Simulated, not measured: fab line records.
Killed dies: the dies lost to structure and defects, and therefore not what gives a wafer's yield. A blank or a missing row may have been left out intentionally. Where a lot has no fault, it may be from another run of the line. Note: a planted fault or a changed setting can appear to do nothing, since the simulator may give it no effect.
Matching of chambers + flow n5 finfet + 4 sister chambers for N5_PASSIVATION_DESCUM_32 on rie diel-05
The step chemistry O2, time 7.9 s. 18 wafers are shown with their chamber, then 9 later ones without.

WAFERS PAIRED WITH THEIR CHAMBERS
| wafer  | chamber | drypump motor current A (A) | showerhead plenum p Torr (Torr) | throttle valve pct (%) |
|--------|---------|-----------------------------|---------------------------------|------------------------|
| L075.2 | 2       | 5.8                         | 2.14                            | 20.41                  |
| L075.4 | 0       | 6.3                         | 2.12                            | 20.41                  |
| L075.5 | 1       | 5.4                         | 2.23                            | 20.22                  |
| L080.3 | 3       | 6.5                         | 2.15                            | 20.67                  |
| L080.4 | 1       | 5.4                         | 2.22                            | 20.24                  |
| L080.5 | 3       | 6.6                         | 2.15                            | 20.66                  |
| L084.4 | 0       | 6.4                         | 2.12                            | 20.46                  |
| L084.5 | 2       | 5.8                         | 2.13                            | 20.48                  |
| L084.6 | 1       | 5.4                         | 2.22                            | 20.28                  |
| L086.3 | 1       | 5.4                         | 2.21                            | 20.28                  |
| L086.5 | 1       | 5.4                         | 2.21                            | 20.28                  |
| L086.6 | 0       | 6.3                         | 2.11                            | 20.47                  |
| L091.1 | 2       | 5.8                         | 2.12                            | 20.48                  |
| L091.2 | 0       | 6.3                         | 2.11                            | 20.48                  |
| L091.3 | 1       | 5.4                         | 2.21                            | 20.30                  |
| L092.1 | 2       | 5.8                         | 2.12                            | 20.49                  |
| L092.2 | 1       | 5.4                         | 2.20                            | 20.31                  |
| L092.5 | 0       | 6.3                         | 2.11                            | 20.50                  |

SIGNATURES (averages over the wafers above)
| reading                  | chamber 0 | chamber 1 | chamber 2 | chamber 3 | scatter within a chamber |
|--------------------------|-----------|-----------|-----------|-----------|--------------------------|
| drypump motor current A  | 6.320     | 5.400     | 5.800     | 6.550     | 0.0305                   |
| showerhead plenum p Torr | 2.1140    | 2.2143    | 2.1275    | 2.1500    | 0.00831                  |
| throttle valve pct       | 20.4640   | 20.2729   | 20.4650   | 20.6650   | 0.0325                   |
Rule: for a wafer and a chamber, the distance is found by dividing, reading by reading, the gap between the wafer's reading and the chamber's mean by the reading's scatter, squaring, summing and taking the root. The wafer belongs to the nearest chamber; if the next one is less than 2 further off, it can't be placed. The scatter is the square root of a quotient: the sum, over the shown wafers, of each reading's squared deviation from its chamber's mean, divided by wafers minus chambers.

WAFERS WITH NO CHAMBER GIVEN
| wafer  | drypump motor current A (A) | showerhead plenum p Torr (Torr) | throttle valve pct (%) |
|--------|-----------------------------|---------------------------------|------------------------|
| L089.1 | 5.7                         | 2.12                            | 20.50                  |
| L089.2 | 5.4                         | 2.20                            | 20.30                  |
| L089.3 | 6.3                         | 2.11                            | 20.49                  |
| L082.1 | 6.3                         | 2.10                            | 20.50                  |
| L082.3 | 5.4                         | 2.20                            | 20.33                  |
| L082.6 | 5.4                         | 2.20                            | 20.33                  |
| L093.1 | 6.3                         | 2.10                            | 20.51                  |
| L093.4 | 5.7                         | 2.12                            | 20.51                  |
| L093.5 | 5.7                         | 2.12                            | 20.50                  |

THE CHAMBER EACH PASSED THROUGH
| wafer  | from the rows above | in truth |
|--------|---------------------|----------|
| L089.1 | 2                   | 2        |
| L089.2 | 1                   | 1        |
| L089.3 | 0                   | 0        |
| L082.1 | 0                   | 0        |
| L082.3 | 1                   | 1        |
| L082.6 | 1                   | 1        |
| L093.1 | 0                   | 0        |
| L093.4 | 2                   | 2        |
| L093.5 | 2                   | 2        |
Correctly placed: 9 of 9. Not placeable from these rows: 0. Number placed wrongly: 0.
